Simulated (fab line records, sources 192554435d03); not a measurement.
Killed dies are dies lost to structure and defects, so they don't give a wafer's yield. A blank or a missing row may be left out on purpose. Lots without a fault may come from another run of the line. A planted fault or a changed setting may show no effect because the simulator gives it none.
Chamber matching | flow n5_finfet | N5_BEOL_M5_CO_CAP_78 on cvd_co-01: 3 sister chambers
The step material Co, precursor CCTBA/H2, target thk 2 nm, time 102.1 s. 3 wafers are shown with their chamber, then 12 later ones without.

WAFERS WITH THEIR CHAMBER
wafer  | chamber | heater_power_w (W)
L089.1 | 2       | 184
L089.3 | 1       | 222
L089.6 | 0       | 289

WAFERS WITHOUT THEIR CHAMBER
wafer  | heater_power_w (W)
L092.2 | 185
L092.3 | 223
L092.5 | 225
L094.2 | 224
L094.4 | 274
L094.5 | 185
L097.1 | 278
L097.3 | 187
L097.4 | 184
L096.3 | 187
L096.5 | 272
L096.6 | 228

WHICH CHAMBER EACH WENT THROUGH
wafer  | from the rows above | in truth
L092.2 | 2                   | 2
L092.3 | 1                   | 1
L092.5 | 1                   | 1
L094.2 | 1                   | 1
L094.4 | 0                   | 0
L094.5 | 2                   | 2
L097.1 | 0                   | 0
L097.3 | 2                   | 2
L097.4 | 2                   | 2
L096.3 | 2                   | 2
L096.5 | 0                   | 0
L096.6 | 1                   | 1
Placed correctly: 12 of 12. Can't be placed from these rows: 0. Placed wrongly: 0.
How it was worked out, from the rows above alone: a wafer's distance from a chamber is the root of the sum, over the readings, of the square of ((its reading less the chamber's mean) divided by the reading's scatter). The wafer belongs to the nearest chamber; if the next one is less than 2 further off, it can't be placed. A chamber's mean is the mean of its shown wafers. The scatter: with one shown wafer a chamber, the root of the mean of the squares of how far each hidden wafer lies from its nearest shown one.
